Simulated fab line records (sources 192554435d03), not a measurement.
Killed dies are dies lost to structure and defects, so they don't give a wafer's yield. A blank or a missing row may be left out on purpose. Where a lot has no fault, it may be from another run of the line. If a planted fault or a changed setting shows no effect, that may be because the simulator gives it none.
fab line records -- flow n5-finfet
record: lots: 5, wafers: 15, last-day: 17
route steps=1938 shown BEOL_M4@1099 BEOL_M5@1112 PASSIVATION@1915
lots with no fault: from the same line, run without faults
start-h: start of the lot's first displayed wafer, in hours after the record's first day -- wait-h: hours from the lot's prior step to this one -- " identical to the entry in the row above -- L1.1+2: a single row standing in for several wafers -- - either no value or no given start -- * or withheld: withheld -- < > ~ a bound
route shown NAME@n: a module of which the file shows steps, and the number in the route of the first -- usual: the fault-free wafers' mean and standard deviation -- same: alike in all rows -- chamber/n: place in a boat -- sites: the reading at each site -- _std_site: standard deviation of those values -- _edge_site: outer sites' mean less inner sites' -- radius-mm: for every site, how far away it sits from the centre of the wafer -- mask NAME#n: copy n -- behind: tool/chamber where the wafer was last shaped -- hold: what put the lot on hold/how long, in hours/how the hold closed -- device: the transistor (n, p or np) that didn't switch -- end of line: the route-end tests of the same wafers -- a step without rows: its recipe alone -- killed: count of dies lost to structure and defects at first sort (not the wafer's yield) -- map: shows each die of a wafer: x if killed, . if not, _ if none is there
set.NAME: the setting as run; set.NAME@STEP: as run at that earlier step -- model.NAME: the simulator's own value behind a step, which no gauge read
lots seen at some steps along the route; tables by step, rows by wafer
services: a tool's chamber out of use, with start hour (start-h, from the record's first day; less than 0 if before it), hours out, and reason
== steps ==
step: N5_BEOL_M4_ANNEAL_95
recipe: temp-c: 400, time-s: 240, ambient: vacuum
step: N5_BEOL_M4_SPUTTER_96
recipe: material: Cu, target-thk-a: 45, temp-c: -20, chamber-pressure-pa: 0.07, power-w: withheld, time-s: 8.29
step: N5_BEOL_M4_ECD_50
recipe: material: Cu, target-thk-a: 3000
step: N5_BEOL_M4_ANNEAL_51
recipe: temp-c: 225, time-s: 90, ambient: N2
step: N5_BEOL_M4_CMP_52
recipe: stop-on: SiOC, t-overpolish-s: 6.8, down-force-psi: 1, platen-rpm: 50, clearing-platen-down-force-psi: 1.5, clearing-platen-rpm: 50, post-cmp-clean: cu-alkaline, target-thk-nm: 40, clearing-platen-pad-velocity-m-s: 0.99484, pad-velocity-m-s: 0.99484
step: N5_BEOL_M4_PRE_CLEAN_60
recipe: gas: NH3/H2, time-s: 15, temp-c: *, rf-power-w: 300
step: N5_BEOL_M4_CO_CAP_55
recipe: material: Co, target-thk-a: 20, temp-c: 200, precursor: CCTBA/H2, pressure-torr: 30, time-s: 102.1
step: N5_BEOL_M4_PRE_CLEAN_56
recipe: gas: NH3, time-s: 15, temp-c: withheld, rf-power-w: 300
step: N5_BEOL_M4_DEP_57
recipe: material: SiCN, target-thk-a: 80, temp-c: withheld, precursor: 3MS/NH3, pressure-torr: 3, rf-w: 202, time-s: 14
step: N5_BEOL_M4_RC_MEAS_101
usual: DIBL_N: 36.4/1.4, DIBL_P: 36.4/1.5, IOFF_N: 0.156/0.022, IOFF_P: 0.210/0.023, ION_N: 675/9.1, ION_P: 463/5.7, SS_N: 71.6/0.45, SS_P: 73.3/0.56, VT_N: 250/3.1, VT_P: -250.3/2.3
lot.wafer,tool,chamber,start-h,wait-h,DIBL_N[mV/V],DIBL_P[mV/V],IOFF_N[nA/um],IOFF_P[nA/um],ION_N[uA/um],ION_P[uA/um],SS_N[mV/dec],SS_P[mV/dec],VT_N[mV],VT_P[mV]
L387.2,prober-01,0,242.12,0.2,38.4,41.1,0.218,0.288,696,471,71.7,74.5,243,-245.6
L387.5,prober-01,0,242.12,0.2,35.5,37.5,0.162,0.217,676,464,71.1,72.9,249,-247.3
L387.6,prober-01,0,242.12,0.2,36.9,38.5,0.187,0.229,685,464,71.4,73.7,245,-249.3
L388.2,prober-01,0,249.31,0.2,35.5,35.9,0.131,0.182,667,459,71.7,72.6,256,-250.9
L388.4,prober-01,0,249.31,0.2,35.2,36.1,0.131,0.184,666,454,71.9,72.8,258,-252.4
L388.6,prober-01,0,249.31,0.2,35.7,36.6,0.135,0.188,669,458,71.7,72.8,255,-252.5
L391.2,prober-01,0,257.46,0.2,34.8,34.8,0.123,0.179,656,450,71.4,73.2,256,-254.4
L391.5,prober-01,0,257.46,0.2,36.0,36.2,0.136,0.194,660,464,71.5,74.0,255,-252.4
L391.6,prober-01,0,257.46,0.2,37.7,37.9,0.170,0.232,671,461,72.1,73.5,252,-250.2
L394.1,prober-01,0,280.13,0.0,36.7,35.5,0.161,0.218,686,464,71.5,72.3,249,-247.8
L394.5,prober-01,0,280.13,0.0,37.9,36.2,0.184,0.224,684,465,71.9,72.6,247,-251.5
L394.6,prober-01,0,280.13,0.0,37.6,36.7,0.178,0.236,695,468,71.3,73.4,246,-247.0
L398.1,prober-02,0,310.96,0.0,34.6,35.7,0.124,0.189,660,465,71.1,72.1,249,-249.2
L398.3,prober-02,0,310.96,0.0,34.8,36.3,0.135,0.187,667,463,71.1,72.6,253,-251.5
L398.5,prober-02,0,310.96,0.0,34.5,35.2,0.127,0.180,671,460,71.5,72.2,252,-251.7
step: N5_BEOL_M5_ILD_DEP_00
recipe: material: SiCOH_lowk, target-thk-a: 1406.4, temp-c: 300, precursor: DEMS/porogen, pressure-torr: 5, rf-w: 500, time-s: 25.9
step: N5_BEOL_M5_CURE_79
recipe: temp-c: 385, time-s: 240, ambient: He/Ar, material: SiCOH_lowk
step: N5_BEOL_M5_PECVD_70
recipe: material: SiO2, target-thk-a: 160, temp-c: 400, precursor: TEOS/O2, pressure-torr: 5.5, rf-w: 450, teos-flow-sccm: 53.8, gas: O2, flow-sccm: 3000, time-s: 18
step: N5_BEOL_M5_HM_DEP_02
recipe: material: TiN, target-thk-a: 200, temp-c: 25, chamber-pressure-pa: 0.49996
step: N5_BEOL_M5_COAT_59
recipe: resist: SOC, temp-c: 250, time-s: 60, spin-rpm: 1500, resist-thk-nm: 60
step: N5_BEOL_M5_COAT_60
recipe: resist: SiARC, temp-c: 220, time-s: 60, spin-rpm: 1500, resist-thk-nm: 12
step: N5_BEOL_M5_COAT_71
recipe: resist: underlayer, temp-c: 205, time-s: 60, spin-rpm: 1500, resist-thk-nm: 5
step: N5_BEOL_M5_COAT_05
recipe: resist: CAR-EUV, spin-rpm: 1500, resist-thk-nm: 30
step: N5_BEOL_M5_EBR_07
recipe: solvent: PGMEA, ebr-width-mm: 1.5
step: N5_BEOL_M5_SOFTBAKE_06
recipe: temp-c: 110, time-s: 60, resist: CAR-EUV
step: N5_BEOL_M5_EXPOSE_08
recipe: mask-id: M5, na: 0.33, source-shape: annular, sigma-inner: 0.4, sigma-outer: 0.8, polarization: unpolarized, target-cd-nm: 28, dose-mj: 35.75
step: N5_BEOL_M5_PEB_09
recipe: peb-temp-c: 100, peb-time-s: 60, resist: CAR-EUV
step: N5_BEOL_M5_DEVELOP_10
recipe: develop-time-s: 30, developer: TMAH, resist: CAR-EUV, rinse-liquid: surfactant-rinse, dry: air-spin, dev-temp-c: 23
step: N5_BEOL_M5_DESCUM_16
recipe: chemistry: O2, time-s: 7, source-power-w: 50, bias-power-w: 20, pressure-mtorr: 20, rf-frequency-hz: 2.712e+07, temp-c: 40, resist: CAR-EUV, o2-flow-sccm: 225
step: N5_BEOL_M5_ETCH_72
recipe: chemistry: N2/H2, target: underlayer, target-depth-a: 65, mask-material: CAR-EUV, time-s: 5.2, ion-energy-ev: 200, pressure-mtorr: 30, source-w: 840, bias-w: 150, n2-flow-sccm: 200, h2-flow-sccm: 200, ends: cleared
step: N5_BEOL_M5_ETCH_61
recipe: chemistry: CF4, target: SiARC, target-depth-a: 156, mask-material: CAR-EUV, time-s: 26, ion-energy-ev: 80, pressure-mtorr: 40, source-w: 545, bias-w: 36, Ar_flow_sccm: 100, cf4-flow-sccm: 100, ends: cleared
step: N5_BEOL_M5_ETCH_62
recipe: chemistry: N2/H2, target: SOC, target-depth-a: 750, overetch-a: 150, mask-material: SiARC, temp-c: 40, time-s: 112.5, ion-energy-ev: 200, pressure-mtorr: 30, source-w: 840, bias-w: 150, n2-flow-sccm: 200, h2-flow-sccm: 200
step: N5_BEOL_M5_STRIP_63
recipe: chemistry: N2/H2, temp-c: 40, n2-flow-sccm: 200, h2-flow-sccm: 200, rf-frequency-hz: 6e+07
step: N5_BEOL_M5_STRIP_73
recipe: chemistry: N2/H2, temp-c: 40, n2-flow-sccm: 200, h2-flow-sccm: 200, rf-frequency-hz: 6e+07
step: N5_BEOL_M5_STRIP_64
recipe: chemistry: CF4, resist: SiARC, power-w: 300, bias-power-w: 75, pressure-mtorr: 50, cf4-flow-sccm: 150, rf-frequency-hz: 6e+07
step: N5_BEOL_M5_HM_OPEN_17
recipe: chemistry: Cl2/BCl3, target-depth-a: 200, overetch-a: 60, target: TiN, mask-material: SOC, ion-energy-ev: 150, pressure-mtorr: 10, icp-w: 1000, bias-w: 126, Cl2_flow_sccm: 53.25, bcl3-flow-sccm: 21.75, Ar_flow_sccm: 25
step: N5_BEOL_M5_STRIP_19
recipe: chemistry: O2, power-w: 400, temp-c: 40, pressure-mtorr: 30, rf-frequency-hz: 6e+07, bias-power-w: 0, overash-fraction: 0.2, o2-flow-sccm: 225
step: N5_BEOL_M5_COAT_65
recipe: resist: SOC, temp-c: 250, time-s: 60, spin-rpm: 1500, resist-thk-nm: 60
step: N5_BEOL_M5_COAT_66
recipe: resist: SiARC, temp-c: 220, time-s: 60, spin-rpm: 1500, resist-thk-nm: 12
step: N5_PASSIVATION_PECVD_53
recipe: material: SiO2, target-thk-a: 8000, temp-c: 400, precursor: TEOS/O2, pressure-torr: 6.5, rf-w: withheld, teos-flow-sccm: withheld, gas: O2, flow-sccm: 2650, time-s: 169.4
usual: chamber-pressure-Torr: 6.498/0.014, run-length-s: 197.5/0.57
lot.wafer,tool,chamber,start-h,wait-h,chamber-pressure-Torr,run-length-s
L387.2,pecvd-03,1,353.55,0.0,-,-
L387.5,pecvd-03,2,353.55,0.0,-,-
L387.6,pecvd-03,0,353.55,0.0,-,-
L388.2,pecvd-02,0,358.10,0.0,-,-
L388.4,pecvd-02,2,358.10,0.0,-,-
L388.6,pecvd-02,2,358.10,0.0,-,-
L391.2,pecvd-02,0,359.62,0.0,-,-
L391.5,pecvd-02,0,359.62,0.0,-,-
L391.6,pecvd-02,2,359.62,0.0,-,-
L394.1,pecvd-02,1,388.57,0.0,6.497,196.9
L394.5,pecvd-02,1,388.57,0.0,6.500,196.8
L394.6,pecvd-02,0,388.57,0.0,6.494,197.5
L398.1,pecvd-02,2,414.07,0.0,6.501,197.2
L398.3,pecvd-02,0,414.07,0.0,6.481,197.7
L398.5,pecvd-02,1,414.07,0.0,6.476,196.9
step: N5_PASSIVATION_PROBE_49
usual: defect-limited-yield: 91.5/1.3, killed_at_M0_to_M3: 33/10, killed_at_M4_up: 13/4, killed-at-contacts: 12/6.3, killed-at-front-end: 39/11, killed-at-other: 3.4/2.6, killed-dies: 100/15, killed-on-rim: 13/4, killed-open: 65/11, killed-short: 34/7.8, sort_bin_5_function: 5.0/0.89, sort_bin_6_memory: 3.2/0.58, sort-n-pass: 1080/15, sort-yield-pct: 91.5/1.3
same: gross-dies: 1180, killed-at-back-side: 0, sort_bin_4_leakage[%]: 0, sort_bin_8_speed[%]: 0
lot.wafer,tool,chamber,start-h,wait-h,defect-limited-yield[%],killed_at_M0_to_M3,killed_at_M4_up,killed-at-contacts,killed-at-front-end,killed-at-other,killed-dies,killed-on-rim,killed-open,killed-short,sort_bin_5_function[%],sort_bin_6_memory[%],sort-n-pass,sort-yield-pct[%]
L387.2,prober-01,-,357.69,0.1,0,5,3,2,5,1165,1180,152,10,5,75.3,3.1,0,0
L387.5,prober-01,-,357.84,0.2,0,3,0,3,5,1169,1180,152,8,4,71.9,2.3,0,0
L387.6,prober-01,-,357.89,0.3,0,12,5,1,4,1158,1180,152,11,10,72.9,3.6,0,0
L388.2,prober-02,-,361.97,0.1,0,8,1,1,5,1165,1180,152,12,4,75.8,2.8,0,0
L388.4,prober-02,-,362.07,0.2,0,7,3,1,12,1157,1180,152,13,10,73.9,2.6,0,0
L388.6,prober-02,-,362.17,0.3,0,7,2,5,6,1160,1180,152,12,8,74.6,2.3,0,0
L391.2,prober-01,-,363.49,0.1,0,10,3,3,9,1155,1180,152,22,4,73.5,3.3,0,0
L391.5,prober-01,-,363.64,0.2,0,8,0,0,6,1166,1180,152,8,7,71.4,3.9,0,0
L391.6,prober-01,-,363.69,0.3,0,2,0,1,15,1162,1180,152,7,11,74.3,2.4,0,0
L398.1,prober-02,-,418.76,0.0,89.9,32,16,8,62,1,119,18,83,36,6.0,3.7,1061,89.9
L398.3,prober-02,-,418.86,0.1,89.2,46,6,9,64,2,127,18,94,33,6.3,4.0,1053,89.2
L398.5,prober-02,-,418.96,0.2,91.0,49,15,8,34,0,106,11,76,29,5.8,2.9,1074,91.0
killed by level:class
L387.2 PASSIVATION:lost-pattern=1158 PASSIVATION:area-etch=6 STI_FIN_REVEAL:geometric-particle:open=2 MOL_CONTACT_COAG:geometric-particle:open=2 FIN_SAQP:geometric-particle:short=1 BEOL_M0_SAQP:geometric-particle:short=1 GATE_CUT:geometric-particle:open=1 GATE_CUT:geometric-particle:short=1
L387.5 PASSIVATION:lost-pattern=1161 PASSIVATION:area-etch=7 MOL_CONTACT_COAG:geometric-particle:open=3 FIN_SAQP:geometric-particle:open=1 STI_FIN_REVEAL:geometric-particle:short=1 DUMMY_GATE:geometric-particle:short=1 GATE_CUT:geometric-particle:open=1 BEOL_M0_SAQP:geometric-particle:short=1
L387.6 PASSIVATION:lost-pattern=1153 PASSIVATION:area-etch=5 BEOL_M0_SAQP:geometric-particle:short=4 BEOL_M2:geometric-particle:open=4 BEOL_M11:geometric-particle:open=3 BEOL_M2:geometric-particle:short=2 FIN_SAQP:geometric-particle:short=1 DUMMY_GATE:geometric-particle:open=1
L388.2 PASSIVATION:lost-pattern=1162 BEOL_M3:geometric-particle:open=4 BEOL_M2:geometric-particle:open=3 PASSIVATION:area-etch=2 FIN_SAQP:geometric-particle:short=1 FIN_SAQP:geometric-particle:open=1 DUMMY_GATE:geometric-particle:open=1 ILD0:geometric-particle:short=1
L388.4 PASSIVATION:lost-pattern=1154 FIN_SAQP:geometric-particle:short=5 FIN_SAQP:geometric-particle:open=3 PASSIVATION:area-etch=3 BEOL_M2:geometric-particle:open=2 BEOL_M0_SAQP:geometric-particle:open=2 BEOL_M6:geometric-particle:open=2 STI_FIN_REVEAL:geometric-particle:short=1
L388.6 PASSIVATION:lost-pattern=1156 MOL_CONTACT_COAG:geometric-particle:open=4 BEOL_M2:geometric-particle:open=3 PASSIVATION:area-etch=3 BEOL_M0_SAQP:geometric-particle:short=2 FIN_SAQP:geometric-particle:open=1 FIN_SAQP:geometric-particle:short=1 DUMMY_GATE:geometric-particle:open=1
L391.2 PASSIVATION:lost-pattern=1150 GATE_CUT:geometric-particle:open=6 PASSIVATION:area-etch=4 BEOL_M3:geometric-particle:open=3 STI_FIN_REVEAL:geometric-particle:open=2 MOL_CONTACT_COAG:geometric-particle:open=2 BEOL_M0_SAQP:geometric-particle:open=2 BEOL_M2:geometric-particle:open=2
L391.5 PASSIVATION:lost-pattern=1159 PASSIVATION:area-etch=6 BEOL_M0_SAQP:geometric-particle:short=3 FIN_SAQP:geometric-particle:short=2 BEOL_M0_SAQP:geometric-particle:open=2 BEOL_M3:geometric-particle:open=2 FIN_SAQP:geometric-particle:open=1 DUMMY_GATE:geometric-particle:open=1
L391.6 PASSIVATION:lost-pattern=1157 PASSIVATION:area-etch=5 FIN_SAQP:geometric-particle:short=3 GATE_CUT:geometric-particle:short=3 FIN_SAQP:geometric-particle:open=2 ILD0:geometric-particle:open=2 STARTING-WAFER:geometric-particle:short=2 STI_FIN_REVEAL:geometric-particle:open=1
L398.1 STI_FIN_REVEAL:geometric-particle:open=16 DUMMY_GATE:geometric-particle:open=12 FIN_SAQP:geometric-particle:open=9 BEOL_M0_SAQP:geometric-particle:short=9 MOL_CONTACT_COAG:geometric-particle:open=8 BEOL_M0_SAQP:geometric-particle:open=7 BEOL_M3:geometric-particle:open=7 FIN_SAQP:geometric-particle:short=6
L398.3 STI_FIN_REVEAL:geometric-particle:open=16 BEOL_M1:geometric-particle:open=16 FIN_SAQP:geometric-particle:open=12 FIN_SAQP:geometric-particle:short=12 BEOL_M2:geometric-particle:open=8 MOL_CONTACT_COAG:geometric-particle:open=7 BEOL_M0_SAQP:geometric-particle:short=7 BEOL_M0_SAQP:geometric-particle:open=6
L398.5 BEOL_M0_SAQP:geometric-particle:open=15 FIN_SAQP:geometric-particle:open=9 BEOL_M0_SAQP:geometric-particle:short=9 BEOL_M3:geometric-particle:open=9 BEOL_M4:geometric-particle:open=8 MOL_CONTACT_COAG:geometric-particle:open=7 STI_FIN_REVEAL:geometric-particle:open=5 BEOL_M2:geometric-particle:open=5
map L387.2 (x killed, . not)
_________________xxxxxxxxxxxx________________
______________xxxxxxxxxxxxxxxxxx_____________
___________xxxxxxxxxxxxxxxxxxxxxxxx__________
__________xxxxxxxxxxxxxxxxxxxxxxxxxx_________
________xxxxxxxxxxxxxxxxxxxxxxxxxxxxxx_______
_______xxxxxxxxxxxxxxxxxxxxxxxxxxxxxxxx______
______xxxxxxxxxxxxxxxxxxxxxxxxxxxxxxxxxx_____
_____xxxxxxxxxxxxxxxxxxxxxxxxxxxxxxxxxxxx____
____xxxxxxxxxxxxxxxxxxxxxxxxxxxxxxxxxxxxxx___
___xxxxxxxxxxxxxxxxxxxxxxxxxxxxxxxxxxxxxxxx__
___xxxxxxxxxxxxxxxxxxxxxxxxxxxxxxxxxxxxxxxx__
__xxxxxxxxxxxxxxxxxxxxxxxxxxxxxxxxxxxxxxxxxx_
__xxxxxxxxxxxxxxxxxxxxxxxxxxxxxxxxxxxxxxxxxx_
_xxxxxxxxxxxxxxxxxxxxxxxxxxxxxxxxxxxxxxxxxxxx
_xxxxxxxxxxxxxxxxxxxxxxxxxxxxxxxxxxxxxxxxxxxx
_xxxxxxxxxxxxxxxxxxxxxxxxxxxxxxxxxxxxxxxxxxxx
_xxxxxxxxxxxxxxxxxxxxxxxxxxxxxxxxxxxxxxxxxxxx
_xxxxxxxxxxxxxxxxxxxxxxxxxxxxxxxxxxxxxxxxxxxx
_xxxxxxxxxxxxxxxxxxxxxxxxxxxxxxxxxxxxxxxxxxxx
_xxxxxxxxxxxxxxxxxxxxxxxxxxxxxxxxxxxxxxxxxxxx
_xxxxxxxxxxxxxxxxxxxxxxxxxxxxxxxxxxxxxxxxxxxx
__xxxxxxxxxxxxxxxxxxxxxxxxxxxxxxxxxxxxxxxxxx_
__xxxxxxxxxxxxxxxxxxxxxxxxxxxxxxxxxxxxxxxxxx_
___xxxxxxxxxxxxxxxxxxxxxxxxxxxxxxxxxxxxxxxx__
___xxxxxxxxxxxxxxxxxxxxxxxxxxxxxxxxxxxxxxxx__
____xxxxxxxxxxxxxxxxxxxxxxxxxxxxxxxxxxxxxx___
_____xxxxxxxxxxxxxxxxxxxxxxxxxxxxxxxxxxxx____
______xxxxxxxxxxxxxxxxxxxxxxxxxxxxxxxxxx_____
_______xxxxxxxxxxxxxxxxxxxxxxxxxxxxxxxx______
________xxxxxxxxxxxxxxxxxxxxxxxxxxxxxx_______
__________xxxxxxxxxxxxxxxxxxxxxxxxxx_________
___________xxxxxxxxxxxxxxxxxxxxxxxx__________
______________xxxxxxxxxxxxxxxxxx_____________
_________________xxxxxxxxxxxx________________
map L388.2 (x killed, . not)
_________________xxxxxxxxxxxx________________
______________xxxxxxxxxxxxxxxxxx_____________
___________xxxxxxxxxxxxxxxxxxxxxxxx__________
__________xxxxxxxxxxxxxxxxxxxxxxxxxx_________
________xxxxxxxxxxxxxxxxxxxxxxxxxxxxxx_______
_______xxxxxxxxxxxxxxxxxxxxxxxxxxxxxxxx______
______xxxxxxxxxxxxxxxxxxxxxxxxxxxxxxxxxx_____
_____xxxxxxxxxxxxxxxxxxxxxxxxxxxxxxxxxxxx____
____xxxxxxxxxxxxxxxxxxxxxxxxxxxxxxxxxxxxxx___
___xxxxxxxxxxxxxxxxxxxxxxxxxxxxxxxxxxxxxxxx__
___xxxxxxxxxxxxxxxxxxxxxxxxxxxxxxxxxxxxxxxx__
__xxxxxxxxxxxxxxxxxxxxxxxxxxxxxxxxxxxxxxxxxx_
__xxxxxxxxxxxxxxxxxxxxxxxxxxxxxxxxxxxxxxxxxx_
_xxxxxxxxxxxxxxxxxxxxxxxxxxxxxxxxxxxxxxxxxxxx
_xxxxxxxxxxxxxxxxxxxxxxxxxxxxxxxxxxxxxxxxxxxx
_xxxxxxxxxxxxxxxxxxxxxxxxxxxxxxxxxxxxxxxxxxxx
_xxxxxxxxxxxxxxxxxxxxxxxxxxxxxxxxxxxxxxxxxxxx
_xxxxxxxxxxxxxxxxxxxxxxxxxxxxxxxxxxxxxxxxxxxx
_xxxxxxxxxxxxxxxxxxxxxxxxxxxxxxxxxxxxxxxxxxxx
_xxxxxxxxxxxxxxxxxxxxxxxxxxxxxxxxxxxxxxxxxxxx
_xxxxxxxxxxxxxxxxxxxxxxxxxxxxxxxxxxxxxxxxxxxx
__xxxxxxxxxxxxxxxxxxxxxxxxxxxxxxxxxxxxxxxxxx_
__xxxxxxxxxxxxxxxxxxxxxxxxxxxxxxxxxxxxxxxxxx_
___xxxxxxxxxxxxxxxxxxxxxxxxxxxxxxxxxxxxxxxx__
___xxxxxxxxxxxxxxxxxxxxxxxxxxxxxxxxxxxxxxxx__
____xxxxxxxxxxxxxxxxxxxxxxxxxxxxxxxxxxxxxx___
_____xxxxxxxxxxxxxxxxxxxxxxxxxxxxxxxxxxxx____
______xxxxxxxxxxxxxxxxxxxxxxxxxxxxxxxxxx_____
_______xxxxxxxxxxxxxxxxxxxxxxxxxxxxxxxx______
________xxxxxxxxxxxxxxxxxxxxxxxxxxxxxx_______
__________xxxxxxxxxxxxxxxxxxxxxxxxxx_________
___________xxxxxxxxxxxxxxxxxxxxxxxx__________
______________xxxxxxxxxxxxxxxxxx_____________
_________________xxxxxxxxxxxx________________
== services ==
tool,chamber,start-h,hours,kind
pecvd-02,1,356.11,8.4,repair
pecvd-03,1,400.93,6.8,repair
== key ==
first-sign: step: N5_PASSIVATION_PECVD_53, reading: tool-record, direction: missing
effect: step: N5_PASSIVATION_PROBE_49, reading: killed-at-other, direction: up, sigmas: 99+, usual: 3.4, struck: 1161.9
met-at N5_PASSIVATION_PECVD_53
struck-wafers L387.2,L387.5,L387.6,L388.2,L388.4,L388.6,L391.2,L391.5,L391.6
later-rows-left-out L387.2,L387.5,L387.6,L388.2,L388.4,L388.6,L391.2,L391.5,L391.6
fault: kind: skipped-step-whole, tool: pecvd-02,pecvd-03, chamber: -, onset-h: 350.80, steps: N5_PASSIVATION_PECVD_53, scope: struck-lots-only
later-rows-left-out: the simulator's readings of these wafers behind a module that went badly wrong aren't trusted and aren't shown, but for the sort
